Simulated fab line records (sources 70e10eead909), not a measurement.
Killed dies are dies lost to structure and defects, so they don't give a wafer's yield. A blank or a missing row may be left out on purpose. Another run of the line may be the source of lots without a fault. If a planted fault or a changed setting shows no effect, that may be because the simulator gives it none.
Matching of chambers || flow nand-harc || ald-hk-02 running NHARC_A_WL_FILL_ALD_10: 4 sister chambers
The step deposits SiO2, target thk 50 nm, pulse time 10 s, ald cycles 500. 8 wafers are shown with their chamber, then 11 later ones without.

## WAFERS PAIRED WITH THEIR CHAMBERS
{"wafer": "L087.3", "chamber": 3, "heater-power-w (W)": 403, "precursor-pulse-height-rel": 1.031}
{"wafer": "L088.2", "chamber": 0, "heater-power-w (W)": 496, "precursor-pulse-height-rel": 0.996}
{"wafer": "L088.3", "chamber": 1, "heater-power-w (W)": 433, "precursor-pulse-height-rel": 0.946}
{"wafer": "L088.1", "chamber": 2, "heater-power-w (W)": 505, "precursor-pulse-height-rel": 1.021}
{"wafer": "L088.4", "chamber": 3, "heater-power-w (W)": 405, "precursor-pulse-height-rel": 0.979}
{"wafer": "L088.5", "chamber": 1, "heater-power-w (W)": 429, "precursor-pulse-height-rel": 1.006}
{"wafer": "L088.6", "chamber": 0, "heater-power-w (W)": 503, "precursor-pulse-height-rel": 0.998}
{"wafer": "L093.2", "chamber": 2, "heater-power-w (W)": 501, "precursor-pulse-height-rel": 0.988}

## WAFERS MISSING THEIR CHAMBER
{"wafer": "L093.4", "heater-power-w (W)": 411, "precursor-pulse-height-rel": 1.005}
{"wafer": "L093.5", "heater-power-w (W)": 499, "precursor-pulse-height-rel": 1.009}
{"wafer": "L093.1", "heater-power-w (W)": 486, "precursor-pulse-height-rel": 0.977}
{"wafer": "L093.3", "heater-power-w (W)": 439, "precursor-pulse-height-rel": 1.007}
{"wafer": "L093.6", "heater-power-w (W)": 418, "precursor-pulse-height-rel": 0.976}
{"wafer": "L096.1", "heater-power-w (W)": 500, "precursor-pulse-height-rel": 0.994}
{"wafer": "L096.5", "heater-power-w (W)": 426, "precursor-pulse-height-rel": 1.006}
{"wafer": "L096.6", "heater-power-w (W)": 497, "precursor-pulse-height-rel": 1.000}
{"wafer": "L097.1", "heater-power-w (W)": 415, "precursor-pulse-height-rel": 1.024}
{"wafer": "L097.2", "heater-power-w (W)": 424, "precursor-pulse-height-rel": 1.010}
{"wafer": "L097.3", "heater-power-w (W)": 504, "precursor-pulse-height-rel": 0.989}

## WHICH CHAMBER EACH WENT THROUGH
{"wafer": "L093.4", "from the rows above": 3, "in truth": 3}
{"wafer": "L093.5", "from the rows above": "can't be placed: 0 or 2", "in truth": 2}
{"wafer": "L093.1", "from the rows above": "can't be placed: 0 or 2", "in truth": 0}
{"wafer": "L093.3", "from the rows above": 1, "in truth": 1}
{"wafer": "L093.6", "from the rows above": "can't be placed: 1 or 3", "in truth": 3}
{"wafer": "L096.1", "from the rows above": "can't be placed: 0 or 2", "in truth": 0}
{"wafer": "L096.5", "from the rows above": 1, "in truth": 1}
{"wafer": "L096.6", "from the rows above": "can't be placed: 0 or 2", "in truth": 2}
{"wafer": "L097.1", "from the rows above": "can't be placed: 3 or 1", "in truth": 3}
{"wafer": "L097.2", "from the rows above": 1, "in truth": 1}
{"wafer": "L097.3", "from the rows above": "can't be placed: 2 or 0", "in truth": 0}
Correctly placed: 4 of 11. Can't be placed from these rows: 7 (the true chamber is among the candidates in 7). Wrongly placed: 0.
How it was worked out, from the rows above alone: a wafer's distance from a chamber is the root of the sum, over the readings, of the square of ((its reading less the chamber's mean) divided by the reading's scatter). If the next closest chamber is less than 2 further off than the closest, the wafer can't be placed; otherwise it belongs to the closest. Each chamber's mean is taken over the wafers shown for it. How the scatter is found: for the shown wafers, subtract from each reading the mean of its chamber, square and add these, divide the total by (wafers less chambers), then take the root.
